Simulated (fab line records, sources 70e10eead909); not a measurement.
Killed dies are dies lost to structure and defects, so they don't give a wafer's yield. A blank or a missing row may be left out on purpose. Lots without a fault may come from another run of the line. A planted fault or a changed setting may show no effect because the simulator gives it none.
Chamber matching | flow nand_harc | NHARC_P_M2_DESCUM_14 on rie_diel-12: 4 sister chambers
The step chemistry O2, time 3 s. 22 wafers are shown with their chamber, then 11 later ones without.

WAFERS WITH THEIR CHAMBER
wafer  | chamber | showerhead_plenum_p_Torr (Torr) | drypump_motor_current_A (A) | oes_product_au (a.u.)
L075.1 | 2       | 1.97                            | 5.4                         | 1.013
L075.2 | 1       | 1.95                            | 6.0                         | 0.997
L075.3 | 3       | 2.03                            | 5.3                         | 1.007
L076.2 | 3       | 2.03                            | 5.3                         | 1.008
L076.3 | 0       | 1.99                            | 5.3                         | 0.996
L076.6 | 0       | 1.99                            | 5.3                         | 1.008
L076.1 | 1       | 1.94                            | 6.1                         | 1.007
L076.4 | 2       | 1.97                            | 5.4                         | 1.010
L076.5 | 1       | 1.94                            | 6.1                         | 0.999
L079.2 | 1       | 1.94                            | 6.1                         | 1.005
L079.4 | 3       | 2.03                            | 5.3                         | 1.008
L079.5 | 0       | 1.99                            | 5.2                         | 1.006
L080.2 | 2       | 1.97                            | 5.4                         | 1.003
L080.4 | 1       | 1.94                            | 6.1                         | 1.009
L080.5 | 0       | 1.99                            | 5.3                         | 1.008
L081.2 | 2       | 1.97                            | 5.4                         | 1.010
L081.3 | 3       | 2.03                            | 5.3                         | 1.000
L081.6 | 3       | 2.03                            | 5.3                         | 1.008
L082.2 | 0       | 1.99                            | 5.3                         | 1.005
L082.3 | 2       | 1.97                            | 5.3                         | 1.013
L082.4 | 3       | 2.03                            | 5.3                         | 1.015
L085.1 | 1       | 1.94                            | 6.1                         | 1.018

SIGNATURES (means of the wafers above)
reading                  | chamber 0 | chamber 1 | chamber 2 | chamber 3 | scatter within a chamber
showerhead_plenum_p_Torr | 1.9900    | 1.9417    | 1.9700    | 2.0300    | 0.00215
drypump_motor_current_A  | 5.280     | 6.083     | 5.380     | 5.300     | 0.0368
oes_product_au           | 1.00460   | 1.00583   | 1.00980   | 1.00767   | 0.0056
Rule: a wafer's distance from a chamber is the root of the sum, over the readings, of the square of ((its reading less the chamber's mean) divided by the reading's scatter). The wafer belongs to the nearest chamber; if the next one is less than 2 further off, it can't be placed. The scatter: the root of (the sum of the squares of (reading less its chamber's mean) over the shown wafers, divided by (wafers less chambers)).

WAFERS WITHOUT THEIR CHAMBER
wafer  | showerhead_plenum_p_Torr (Torr) | drypump_motor_current_A (A) | oes_product_au (a.u.)
L085.5 | 1.94                            | 6.1                         | 1.009
L085.6 | 1.99                            | 5.3                         | 1.011
L087.1 | 1.99                            | 5.3                         | 1.006
L087.4 | 1.94                            | 6.1                         | 1.008
L087.6 | 1.94                            | 6.1                         | 1.004
L094.1 | 1.97                            | 5.4                         | 1.001
L094.4 | 2.03                            | 5.3                         | 1.001
L094.5 | 1.97                            | 5.4                         | 0.996
L097.2 | 1.97                            | 5.4                         | 1.006
L097.5 | 1.97                            | 5.4                         | 1.006
L097.6 | 2.03                            | 5.3                         | 1.007

WHICH CHAMBER EACH WENT THROUGH
wafer  | from the rows above | in truth
L085.5 | 1                   | 1
L085.6 | 0                   | 0
L087.1 | 0                   | 0
L087.4 | 1                   | 1
L087.6 | 1                   | 1
L094.1 | 2                   | 2
L094.4 | 3                   | 3
L094.5 | 2                   | 2
L097.2 | 2                   | 2
L097.5 | 2                   | 2
L097.6 | 3                   | 3
Placed correctly: 11 of 11. Can't be placed from these rows: 0. Placed wrongly: 0.
